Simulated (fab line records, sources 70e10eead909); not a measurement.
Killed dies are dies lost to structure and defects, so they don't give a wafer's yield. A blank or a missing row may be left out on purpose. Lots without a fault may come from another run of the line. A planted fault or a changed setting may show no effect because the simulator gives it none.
Chamber matching | flow nand_harc | NHARC_P_M1_DEP_33 on pecvd-01: 3 sister chambers
The step deposits SiCN, target thk 30 nm. 6 wafers are shown with their chamber, then 11 later ones without.

WAFERS WITH THEIR CHAMBER
wafer  | chamber | heater_power_w (W)
L077.3 | 0       | 645
L080.5 | 1       | 494
L085.4 | 0       | 637
L085.5 | 2       | 725
L085.6 | 1       | 475
L087.1 | 2       | 582

WAFERS WITHOUT THEIR CHAMBER
wafer  | heater_power_w (W)
L087.2 | 458
L087.4 | 607
L086.2 | 665
L086.4 | 668
L086.6 | 434
L091.1 | 538
L091.2 | 720
L091.3 | 489
L097.1 | 469
L097.2 | 650
L097.4 | 476

WHICH CHAMBER EACH WENT THROUGH
wafer  | from the rows above          | in truth
L087.2 | 1                            | 1
L087.4 | can't be placed: 0 or 2 or 1 | 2
L086.2 | can't be placed: 2 or 0      | 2
L086.4 | can't be placed: 2 or 0      | 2
L086.6 | 1                            | 1
L091.1 | can't be placed: 1 or 0 or 2 | 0
L091.2 | can't be placed: 2 or 0      | 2
L091.3 | 1                            | 1
L097.1 | 1                            | 1
L097.2 | can't be placed: 2 or 0      | 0
L097.4 | 1                            | 1
Placed correctly: 5 of 11. Can't be placed from these rows: 6 (the true chamber is among the candidates in 6). Placed wrongly: 0.
How it was worked out, from the rows above alone: a wafer's distance from a chamber is the root of the sum, over the readings, of the square of ((its reading less the chamber's mean) divided by the reading's scatter). The wafer belongs to the nearest chamber; if the next one is less than 2 further off, it can't be placed. A chamber's mean is the mean of its shown wafers. The scatter: the root of (the sum of the squares of (reading less its chamber's mean) over the shown wafers, divided by (wafers less chambers)).
